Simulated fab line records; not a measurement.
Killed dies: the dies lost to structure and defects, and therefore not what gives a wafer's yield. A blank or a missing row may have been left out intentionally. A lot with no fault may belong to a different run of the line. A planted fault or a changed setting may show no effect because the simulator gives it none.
Which tool was responsible? || flow n5 finfet || 27 wafers from 11 lots sampled at 6 of the route's 1938 steps

## WHAT THE GAUGES READ, wafer by wafer
N5_BEOL_M4_RC_MEAS_101. Usual: DIBL_N 36.1 mV/V, standard deviation 2; DIBL_P 36.3 mV/V, standard deviation 2.5; IOFF_N 0.16 nA/um, standard deviation 0.037; IOFF_P 0.21 nA/um, standard deviation 0.039; ION_N 678 uA/um, standard deviation 15; ION_P 465 uA/um, standard deviation 8.7; SS_N 71.4 mV/dec, standard deviation 0.7; SS_P 73.3 mV/dec, standard deviation 0.74; VT_N 249 mV, standard deviation 3.6; VT_P -250.0 mV, standard deviation 2.9.
{"lot": "L253", "measured": "day 8 10:25", "on": "prober-02", "DIBL_N (mV/V)": "38.3 35.3 35.2", "DIBL_P (mV/V)": "39.1 35.5 36.0", "IOFF_N (nA/um)": "0.24 0.16 0.16", "IOFF_P (nA/um)": "0.29 0.22 0.23", "ION_N (uA/um)": "711 670 671", "ION_P (uA/um)": "482 465 465", "SS_N (mV/dec)": "71.9 71.7 71.8", "SS_P (mV/dec)": "73.6 71.8 72.8", "VT_N (mV)": "241 249 245", "VT_P (mV)": "-245.8 -248.4 -249.0", "flag": ""}
{"lot": "L255", "measured": "day 8 13:13", "on": "prober-02", "DIBL_N (mV/V)": "33.3 36.9 33.6", "DIBL_P (mV/V)": "30.4 35.9 30.2", "IOFF_N (nA/um)": "0.09 0.14 0.09", "IOFF_P (nA/um)": "0.15 0.21 0.14", "ION_N (uA/um)": "643 684 642", "ION_P (uA/um)": "452 470 443", "SS_N (mV/dec)": "70.6 71.0 70.6", "SS_P (mV/dec)": "72.3 72.7 71.8", "VT_N (mV)": "257 250 258", "VT_P (mV)": "-252.8 -250.1 -255.9", "flag": ""}
{"lot": "L254", "measured": "day 8 23:31", "on": "prober-01", "DIBL_N (mV/V)": "35.7 37.6", "DIBL_P (mV/V)": "35.4 37.8", "IOFF_N (nA/um)": "0.14 0.18", "IOFF_P (nA/um)": "0.17 0.22", "ION_N (uA/um)": "675 674", "ION_P (uA/um)": "457 460", "SS_N (mV/dec)": "70.6 72.1", "SS_P (mV/dec)": "73.0 74.7", "VT_N (mV)": "254 249", "VT_P (mV)": "-255.2 -249.7", "flag": ""}
{"lot": "L256", "measured": "day 9 03:50", "on": "prober-01", "DIBL_N (mV/V)": "37.2 39.2 38.7", "DIBL_P (mV/V)": "35.6 36.4 36.8", "IOFF_N (nA/um)": "0.17 0.20 0.18", "IOFF_P (nA/um)": "0.23 0.25 0.26", "ION_N (uA/um)": "688 681 688", "ION_P (uA/um)": "472 459 473", "SS_N (mV/dec)": "71.7 72.3 72.6", "SS_P (mV/dec)": "74.1 73.8 73.2", "VT_N (mV)": "249 247 249", "VT_P (mV)": "-251.1 -249.6 -251.2", "flag": ""}
{"lot": "L261", "measured": "day 10 18:18", "on": "prober-01", "DIBL_N (mV/V)": "33.9 37.4", "DIBL_P (mV/V)": "33.0 38.3", "IOFF_N (nA/um)": "0.12 0.17", "IOFF_P (nA/um)": "0.17 0.26", "ION_N (uA/um)": "663 678", "ION_P (uA/um)": "464 469", "SS_N (mV/dec)": "71.1 71.9", "SS_P (mV/dec)": "72.9 74.4", "VT_N (mV)": "255 249", "VT_P (mV)": "-251.0 -245.3", "flag": ""}
{"lot": "L262", "measured": "day 10 22:55", "on": "prober-02", "DIBL_N (mV/V)": "34.5 36.6 36.0", "DIBL_P (mV/V)": "33.9 35.8 35.6", "IOFF_N (nA/um)": "0.13 0.16 0.16", "IOFF_P (nA/um)": "0.19 0.22 0.21", "ION_N (uA/um)": "677 685 683", "ION_P (uA/um)": "467 462 465", "SS_N (mV/dec)": "71.6 72.0 71.9", "SS_P (mV/dec)": "73.5 73.9 73.1", "VT_N (mV)": "249 246 247", "VT_P (mV)": "-249.3 -250.9 -249.6", "flag": ""}
{"lot": "L265", "measured": "day 12 11:16", "on": "prober-02", "DIBL_N (mV/V)": "38.2 39.7 39.1", "DIBL_P (mV/V)": "39.3 41.3 40.2", "IOFF_N (nA/um)": "0.20 0.26 0.21", "IOFF_P (nA/um)": "0.22 0.26 0.24", "ION_N (uA/um)": "691 715 680", "ION_P (uA/um)": "468 482 459", "SS_N (mV/dec)": "72.0 72.2 72.0", "SS_P (mV/dec)": "73.3 74.2 74.2", "VT_N (mV)": "247 241 245", "VT_P (mV)": "-249.6 -246.2 -248.8", "flag": ""}
{"lot": "L268", "measured": "day 12 20:16", "on": "prober-02", "DIBL_N (mV/V)": "35.0 32.9", "DIBL_P (mV/V)": "36.2 34.0", "IOFF_N (nA/um)": "0.15 0.13", "IOFF_P (nA/um)": "0.18 0.16", "ION_N (uA/um)": "670 675", "ION_P (uA/um)": "458 461", "SS_N (mV/dec)": "71.6 70.4", "SS_P (mV/dec)": "73.5 71.8", "VT_N (mV)": "250 248", "VT_P (mV)": "-254.3 -254.9", "flag": ""}
{"lot": "L271", "measured": "day 13 20:16", "on": "prober-02", "DIBL_N (mV/V)": "34.5 34.3", "DIBL_P (mV/V)": "35.3 35.2", "IOFF_N (nA/um)": "0.15 0.13", "IOFF_P (nA/um)": "0.20 0.19", "ION_N (uA/um)": "690 660", "ION_P (uA/um)": "476 453", "SS_N (mV/dec)": "71.0 70.8", "SS_P (mV/dec)": "72.5 72.5", "VT_N (mV)": "249 252", "VT_P (mV)": "-250.5 -249.1", "flag": ""}
{"lot": "L275", "measured": "day 14 01:16", "on": "prober-02", "DIBL_N (mV/V)": "34.2 36.9", "DIBL_P (mV/V)": "34.1 37.5", "IOFF_N (nA/um)": "0.13 0.16", "IOFF_P (nA/um)": "0.18 0.23", "ION_N (uA/um)": "676 672", "ION_P (uA/um)": "466 468", "SS_N (mV/dec)": "70.1 71.6", "SS_P (mV/dec)": "73.3 74.1", "VT_N (mV)": "251 251", "VT_P (mV)": "-251.3 -249.1", "flag": ""}
{"lot": "L272", "measured": "day 14 06:56", "on": "prober-02", "DIBL_N (mV/V)": "35.6 33.9", "DIBL_P (mV/V)": "35.0 33.2", "IOFF_N (nA/um)": "0.15 0.13", "IOFF_P (nA/um)": "0.20 0.20", "ION_N (uA/um)": "675 679", "ION_P (uA/um)": "466 471", "SS_N (mV/dec)": "71.8 70.7", "SS_P (mV/dec)": "73.3 73.0", "VT_N (mV)": "250 252", "VT_P (mV)": "-247.7 -248.3", "flag": ""}

## TOOL THAT RAN EACH LOT (tool first, then ch and the chambers of the sampled wafers, then the start)
{"lot": "L253", "N5_BEOL_M4_PECVD_72": "pecvd-01 ch 1,2, day 7 21:02", "N5_BEOL_M4_SPUTTER_90": "pvd sputter-01, day 8 08:39", "N5_BEOL_M4_ANNEAL_51": "rtp anneal-02 ch 0, day 8 09:30", "N5_BEOL_M4_CMP_52": "cmp-01 ch 0,1,3, day 8 09:48", "N5_BEOL_M4_PRE_CLEAN_60": "cvd co-01 ch 0,1,2, day 8 10:08"}
{"lot": "L255", "N5_BEOL_M4_PECVD_72": "pecvd-01 ch 0,2, day 8 00:46", "N5_BEOL_M4_SPUTTER_90": "pvd sputter-01, day 8 11:19", "N5_BEOL_M4_ANNEAL_51": "rtp anneal-02 ch 0, day 8 12:13", "N5_BEOL_M4_CMP_52": "cmp-03 ch 1,2, day 8 12:30", "N5_BEOL_M4_PRE_CLEAN_60": "cvd co-01 ch 0,2, day 8 12:47"}
{"lot": "L254", "N5_BEOL_M4_PECVD_72": "pecvd-04 ch 0,1, day 8 10:26", "N5_BEOL_M4_SPUTTER_90": "pvd sputter-03, day 8 21:36", "N5_BEOL_M4_ANNEAL_51": "rtp anneal-02 ch 0, day 8 22:30", "N5_BEOL_M4_CMP_52": "cmp-02 ch 0,3, day 8 22:45", "N5_BEOL_M4_PRE_CLEAN_60": "cvd co-02 ch 0,2, day 8 23:05"}
{"lot": "L256", "N5_BEOL_M4_PECVD_72": "pecvd-04 ch 0,2, day 8 15:14", "N5_BEOL_M4_SPUTTER_90": "pvd sputter-02, day 9 01:54", "N5_BEOL_M4_ANNEAL_51": "rtp anneal-02 ch 0, day 9 02:51", "N5_BEOL_M4_CMP_52": "cmp-01 ch 0,2,3, day 9 03:11", "N5_BEOL_M4_PRE_CLEAN_60": "cvd co-01 ch 0,1, day 9 03:33"}
{"lot": "L261", "N5_BEOL_M4_PECVD_72": "pecvd-01 ch 0,1, day 10 03:56", "N5_BEOL_M4_SPUTTER_90": "pvd sputter-01, day 10 15:57", "N5_BEOL_M4_ANNEAL_51": "rtp anneal-02 ch 0, day 10 16:56", "N5_BEOL_M4_CMP_52": "cmp-01 ch 1,2, day 10 17:14", "N5_BEOL_M4_PRE_CLEAN_60": "cvd co-02 ch 1,2, day 10 17:26"}
{"lot": "L262", "N5_BEOL_M4_PECVD_72": "pecvd-04 ch 0,2, day 10 05:02", "N5_BEOL_M4_SPUTTER_90": "pvd sputter-03, day 10 21:00", "N5_BEOL_M4_ANNEAL_51": "rtp anneal-01 ch 0, day 10 21:54", "N5_BEOL_M4_CMP_52": "cmp-02 ch 0,2,3, day 10 22:09", "N5_BEOL_M4_PRE_CLEAN_60": "cvd co-01 ch 1,2, day 10 22:29"}
{"lot": "L265", "N5_BEOL_M4_PECVD_72": "pecvd-01 ch 0,1,2, day 11 19:35", "N5_BEOL_M4_SPUTTER_90": "pvd sputter-03, day 12 09:08", "N5_BEOL_M4_ANNEAL_51": "rtp anneal-01 ch 0, day 12 10:14", "N5_BEOL_M4_CMP_52": "cmp-03 ch 0,2,3, day 12 10:32", "N5_BEOL_M4_PRE_CLEAN_60": "cvd co-02 ch 0,1, day 12 10:50"}
{"lot": "L268", "N5_BEOL_M4_PECVD_72": "pecvd-04 ch 0, day 12 00:07", "N5_BEOL_M4_SPUTTER_90": "pvd sputter-02, day 12 18:04", "N5_BEOL_M4_ANNEAL_51": "rtp anneal-01 ch 0, day 12 19:01", "N5_BEOL_M4_CMP_52": "cmp-02 ch 3, day 12 19:13", "N5_BEOL_M4_PRE_CLEAN_60": "cvd co-02 ch 1, day 12 19:41"}
{"lot": "L271", "N5_BEOL_M4_PECVD_72": "pecvd-01 ch 2, day 13 03:58", "N5_BEOL_M4_SPUTTER_90": "pvd sputter-03, day 13 18:13", "N5_BEOL_M4_ANNEAL_51": "rtp anneal-01 ch 0, day 13 19:04", "N5_BEOL_M4_CMP_52": "cmp-02 ch 0,3, day 13 19:40", "N5_BEOL_M4_PRE_CLEAN_60": "cvd co-02 ch 2, day 13 19:58"}
{"lot": "L275", "N5_BEOL_M4_PECVD_72": "pecvd-03 ch 1, day 13 07:31", "N5_BEOL_M4_SPUTTER_90": "pvd sputter-03, day 13 23:20", "N5_BEOL_M4_ANNEAL_51": "rtp anneal-02 ch 0, day 14 00:14", "N5_BEOL_M4_CMP_52": "cmp-03 ch 0,3, day 14 00:34", "N5_BEOL_M4_PRE_CLEAN_60": "cvd co-01 ch 0,1, day 14 00:50"}
{"lot": "L272", "N5_BEOL_M4_PECVD_72": "pecvd-01 ch 1,2, day 13 12:00", "N5_BEOL_M4_SPUTTER_90": "pvd sputter-02, day 14 03:41", "N5_BEOL_M4_ANNEAL_51": "rtp anneal-01 ch 0, day 14 05:36", "N5_BEOL_M4_CMP_52": "cmp-02 ch 3, day 14 06:02", "N5_BEOL_M4_PRE_CLEAN_60": "cvd co-01 ch 1,2, day 14 06:19"}
- N5_BEOL_M4_PECVD_72: deposits SiO2 from TEOS/O2, target thk 16 nm, time 18 s.
- N5_BEOL_M4_SPUTTER_90: material Cu, target thk 4.5 nm, time 8.29 s.
- N5_BEOL_M4_ANNEAL_51: time 90 s.
- N5_BEOL_M4_CMP_52: polishes, stops on SiOC, t overpolish 6.8 s, target thk 40 nm.
- N5_BEOL_M4_PRE_CLEAN_60: time 15 s.

## AS READ BY THE TOOLS THEMSELVES (means over the sampled wafers that have a number; for cases with no such wafer, the mark the record gives instead)
N5_BEOL_M4_PECVD_72. Usual: chamber pressure Torr 5.499 Torr, standard deviation 0.012; heater power w 749 W, standard deviation 76; showerhead plenum p Torr 8.82 Torr, standard deviation 0.056; throttle valve pct 22.0 %, standard deviation 0.77.
{"lot": "L253", "tool": "pecvd-01", "chamber pressure Torr (Torr)": 5.497, "heater power w (W)": 820, "showerhead plenum p Torr (Torr)": 8.83, "throttle valve pct (%)": 21.3, "flag": ""}
{"lot": "L255", "tool": "pecvd-01", "chamber pressure Torr (Torr)": 5.509, "heater power w (W)": 716, "showerhead plenum p Torr (Torr)": 8.84, "throttle valve pct (%)": 21.4, "flag": ""}
{"lot": "L254", "tool": "pecvd-04", "chamber pressure Torr (Torr)": 5.495, "heater power w (W)": 747, "showerhead plenum p Torr (Torr)": 8.82, "throttle valve pct (%)": 22.9, "flag": ""}
{"lot": "L256", "tool": "pecvd-04", "chamber pressure Torr (Torr)": 5.500, "heater power w (W)": 839, "showerhead plenum p Torr (Torr)": 8.82, "throttle valve pct (%)": 22.1, "flag": ""}
{"lot": "L261", "tool": "pecvd-01", "chamber pressure Torr (Torr)": 5.500, "heater power w (W)": 769, "showerhead plenum p Torr (Torr)": 8.87, "throttle valve pct (%)": 21.2, "flag": ""}
{"lot": "L262", "tool": "pecvd-04", "chamber pressure Torr (Torr)": 5.488, "heater power w (W)": 800, "showerhead plenum p Torr (Torr)": 8.82, "throttle valve pct (%)": 22.0, "flag": ""}
{"lot": "L265", "tool": "pecvd-01", "chamber pressure Torr (Torr)": 5.501, "heater power w (W)": 742, "showerhead plenum p Torr (Torr)": 8.85, "throttle valve pct (%)": 21.5, "flag": ""}
{"lot": "L268", "tool": "pecvd-04", "chamber pressure Torr (Torr)": 5.485, "heater power w (W)": 864, "showerhead plenum p Torr (Torr)": 8.81, "throttle valve pct (%)": 22.1, "flag": ""}
{"lot": "L271", "tool": "pecvd-01", "chamber pressure Torr (Torr)": 5.502, "heater power w (W)": 700, "showerhead plenum p Torr (Torr)": 8.80, "throttle valve pct (%)": 22.0, "flag": ""}
{"lot": "L275", "tool": "pecvd-03", "chamber pressure Torr (Torr)": 5.508, "heater power w (W)": 790, "showerhead plenum p Torr (Torr)": 8.66, "throttle valve pct (%)": 23.4, "flag": ""}
{"lot": "L272", "tool": "pecvd-01", "chamber pressure Torr (Torr)": 5.508, "heater power w (W)": 788, "showerhead plenum p Torr (Torr)": 8.84, "throttle valve pct (%)": 21.6, "flag": ""}

N5_BEOL_M4_SPUTTER_90. Usual: chuck sensor temp C -15.9 C, standard deviation 0.49; throttle valve pct 30.3 %, standard deviation 0.96.
{"lot": "L253", "tool": "pvd sputter-01", "chuck sensor temp C (C)": -15.9, "throttle valve pct (%)": 29.8, "flag": ""}
{"lot": "L255", "tool": "pvd sputter-01", "chuck sensor temp C (C)": -15.7, "throttle valve pct (%)": 30.1, "flag": ""}
{"lot": "L254", "tool": "pvd sputter-03", "chuck sensor temp C (C)": -15.7, "throttle valve pct (%)": 29.8, "flag": ""}
{"lot": "L256", "tool": "pvd sputter-02", "chuck sensor temp C (C)": -15.9, "throttle valve pct (%)": 29.9, "flag": ""}
{"lot": "L261", "tool": "pvd sputter-01", "chuck sensor temp C (C)": -15.9, "throttle valve pct (%)": 30.4, "flag": ""}
{"lot": "L262", "tool": "pvd sputter-03", "chuck sensor temp C (C)": -15.5, "throttle valve pct (%)": 30.4, "flag": ""}
{"lot": "L265", "tool": "pvd sputter-03", "chuck sensor temp C (C)": -15.8, "throttle valve pct (%)": 30.5, "flag": ""}
{"lot": "L268", "tool": "pvd sputter-02", "chuck sensor temp C (C)": -16.4, "throttle valve pct (%)": 29.9, "flag": ""}
{"lot": "L271", "tool": "pvd sputter-03", "chuck sensor temp C (C)": -15.5, "throttle valve pct (%)": 29.8, "flag": ""}
{"lot": "L275", "tool": "pvd sputter-03", "chuck sensor temp C (C)": -15.6, "throttle valve pct (%)": 30.3, "flag": ""}
{"lot": "L272", "tool": "pvd sputter-02", "chuck sensor temp C (C)": -16.5, "throttle valve pct (%)": 30.1, "flag": ""}

N5_BEOL_M4_ANNEAL_51. Usual: wafer_temp_C_max reads 226.1 (standard deviation 0.3).
{"lot": "L253", "tool": "rtp anneal-02", "wafer_temp_C_max": 226.1, "flag": ""}
{"lot": "L255", "tool": "rtp anneal-02", "wafer_temp_C_max": 226.2, "flag": ""}
{"lot": "L254", "tool": "rtp anneal-02", "wafer_temp_C_max": 225.8, "flag": ""}
{"lot": "L256", "tool": "rtp anneal-02", "wafer_temp_C_max": 225.9, "flag": ""}
{"lot": "L261", "tool": "rtp anneal-02", "wafer_temp_C_max": 226.2, "flag": ""}
{"lot": "L262", "tool": "rtp anneal-01", "wafer_temp_C_max": 226.3, "flag": ""}
{"lot": "L265", "tool": "rtp anneal-01", "wafer_temp_C_max": 226.2, "flag": ""}
{"lot": "L268", "tool": "rtp anneal-01", "wafer_temp_C_max": 226.6, "flag": ""}
{"lot": "L271", "tool": "rtp anneal-01", "wafer_temp_C_max": 226.3, "flag": ""}
{"lot": "L275", "tool": "rtp anneal-02", "wafer_temp_C_max": 226.1, "flag": ""}
{"lot": "L272", "tool": "rtp anneal-01", "wafer_temp_C_max": 226.1, "flag": ""}

N5_BEOL_M4_CMP_52. Usual: barrier field endpoint s 24.8 s, standard deviation 0.68; motor current A 6.0 A, standard deviation 0.7; slurry flow ml min 150.0, standard deviation 0.45.
{"lot": "L253", "tool": "cmp-01", "barrier field endpoint s (s)": 23.9, "motor current A (A)": 5.8, "slurry flow ml min": 149.8, "flag": ""}
{"lot": "L255", "tool": "cmp-03", "barrier field endpoint s (s)": 24.7, "motor current A (A)": 6.8, "slurry flow ml min": 150.1, "flag": ""}
{"lot": "L254", "tool": "cmp-02", "barrier field endpoint s (s)": 24.4, "motor current A (A)": 6.2, "slurry flow ml min": 150.5, "flag": ""}
{"lot": "L256", "tool": "cmp-01", "barrier field endpoint s (s)": 24.8, "motor current A (A)": 5.2, "slurry flow ml min": 150.2, "flag": ""}
{"lot": "L261", "tool": "cmp-01", "barrier field endpoint s (s)": 24.8, "motor current A (A)": 6.8, "slurry flow ml min": 150.2, "flag": ""}
{"lot": "L262", "tool": "cmp-02", "barrier field endpoint s (s)": 25.2, "motor current A (A)": 6.5, "slurry flow ml min": 149.9, "flag": ""}
{"lot": "L265", "tool": "cmp-03", "barrier field endpoint s (s)": 24.4, "motor current A (A)": 6.1, "slurry flow ml min": 150.2, "flag": ""}
{"lot": "L268", "tool": "cmp-02", "barrier field endpoint s (s)": 15.4, "motor current A (A)": 6.8, "slurry flow ml min": 149.8, "flag": "OFF"}
{"lot": "L271", "tool": "cmp-02", "barrier field endpoint s (s)": 25.8, "motor current A (A)": 6.1, "slurry flow ml min": 149.7, "flag": ""}
{"lot": "L275", "tool": "cmp-03", "barrier field endpoint s (s)": 25.4, "motor current A (A)": 5.8, "slurry flow ml min": 150.0, "flag": ""}
{"lot": "L272", "tool": "cmp-02", "barrier field endpoint s (s)": 25.1, "motor current A (A)": 6.6, "slurry flow ml min": 150.4, "flag": ""}

N5_BEOL_M4_PRE_CLEAN_60. Usual: heater power w reads 91 W (standard deviation 20).
{"lot": "L253", "tool": "cvd co-01", "heater power w (W)": 93, "flag": ""}
{"lot": "L255", "tool": "cvd co-01", "heater power w (W)": 105, "flag": ""}
{"lot": "L254", "tool": "cvd co-02", "heater power w (W)": 102, "flag": ""}
{"lot": "L256", "tool": "cvd co-01", "heater power w (W)": 92, "flag": ""}
{"lot": "L261", "tool": "cvd co-02", "heater power w (W)": 73, "flag": ""}
{"lot": "L262", "tool": "cvd co-01", "heater power w (W)": 82, "flag": ""}
{"lot": "L265", "tool": "cvd co-02", "heater power w (W)": 97, "flag": ""}
{"lot": "L268", "tool": "cvd co-02", "heater power w (W)": 60, "flag": ""}
{"lot": "L271", "tool": "cvd co-02", "heater power w (W)": 86, "flag": ""}
{"lot": "L275", "tool": "cvd co-01", "heater power w (W)": 88, "flag": ""}
{"lot": "L272", "tool": "cvd co-01", "heater power w (W)": 88, "flag": ""}

## THE ANSWER, worked out from the rows above alone
Rule: a lot is off if the mean of its wafers that have a number lies more than 3 standard deviations from the usual mean. Also off: a lot with no number at a reading for which 4 or more lots have one. All remaining lots with rows at the step are treated as sound. First the gauges in route order, then the tools' own readings, where a lot's mean is used as printed above. At the first step where some lot is off, the reading lying furthest off is the one used; lots without a number count as furthest.
Off: L268, at N5_BEOL_M4_CMP_52 (barrier field endpoint s).
If a tool, at that step or one of the process steps before it, ran each lot that is off and ran no sound lot following the first of them, it fits. One fits: N5_BEOL_M4_PECVD_72 on pecvd-04. Its last sound lot is L262 (day 10 05:02), its first lot that is off L268 (day 12 00:07): a fault that began between those two fits.

## WHAT WAS PUT IN BY THE SIMULATOR
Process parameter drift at N5_BEOL_M4_PECVD_72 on pecvd-04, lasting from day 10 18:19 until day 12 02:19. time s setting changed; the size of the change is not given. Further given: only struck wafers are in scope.
Shown lots that were struck: L268. The rule above found the same.
